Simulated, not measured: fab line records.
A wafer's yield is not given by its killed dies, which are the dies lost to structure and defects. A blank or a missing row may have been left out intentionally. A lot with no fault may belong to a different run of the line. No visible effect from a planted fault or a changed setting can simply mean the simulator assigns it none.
A lot that was struck, set against a sound lot :: flow nand_harc :: 13 steps out of a route of 1302
Sound: wafers L766.2, L766.4, L766.5. Wafers struck: L770.1, L770.2, L770.3. At the end, the cause is stated.
Order at every step that has rows: each side's tool, ch and its chambers, its first start. Under that, the readings that differ: sound wafers :: struck wafers :: difference of the means :: sigmas: that difference in standard deviations of wafers without a fault.
alike: words and numbers the same on both sides, and readings whose means are apart by under 2 such deviations; not compared: readings that were withheld, readings missing a value for some wafer, numbers with overlapping values and no deviation given by the record, and bounds like >300 which may hide the same value.
The two part at a step that has a row with sigmas, a row that says differs or no value, or rows on one side only. Non-overlapping numbers with no deviation appear without sigmas and do not part them. Lack of a reading on every wafer of one side parts them only where that side has two or more wafers.

NHARC_P_CONTACT_CMP_24: polishes, t overpolish 30 s, target thk 200 nm.
  sound on cmp-03 ch 1,3, day 9 08:03; struck on cmp-03 ch 0,1,3, day 10 23:23
  alike: motor_current_A, overpolish_run_s, time_to_endpoint_s
after that, 1 step had no rows for these wafers: NHARC_P_CONTACT_SRD_26.
NHARC_P_CONTACT_INSPECT_27:
  sound: defect_inspect-01 at day 9 08:26; struck: defect_inspect-01 at day 10 23:46
  alike: raw_defect_count
then, 8 steps without rows for these wafers: NHARC_P_M0_DEP_00 (deposits SiOC, target thk 150 nm); NHARC_P_M0_DEHYDRATE_01 (time 120 s); NHARC_P_M0_HMDS_02 (time 30 s); NHARC_P_M0_COAT_33 (time 65 s); NHARC_P_M0_COAT_03 (resist thk 90 nm); NHARC_P_M0_SOFTBAKE_04 (time 55 s); NHARC_P_M0_EBR_05; NHARC_P_M0_EXPOSE_06 (exposes mask P M0, target cd 90 nm).
NHARC_P_M0_PEB_07: peb time 65 s.
  sound on litho_track-04 ch 0, day 9 09:23; struck on litho_track-04, day 11 00:35
  no value came back on the struck wafers for chill_plate_temp_C (C), exhaust_pa (Pa), plate_temp_C (C); on the sound wafers chill_plate_temp_C (C) reads 23.09 23.00 22.94
then, 1 step without rows for these wafers: NHARC_P_M0_DEVELOP_08 (develop time 35 s).

== WHERE THEY PART ==
NHARC_P_M0_PEB_07 only, going by this record.

WHY: what the simulator had put in
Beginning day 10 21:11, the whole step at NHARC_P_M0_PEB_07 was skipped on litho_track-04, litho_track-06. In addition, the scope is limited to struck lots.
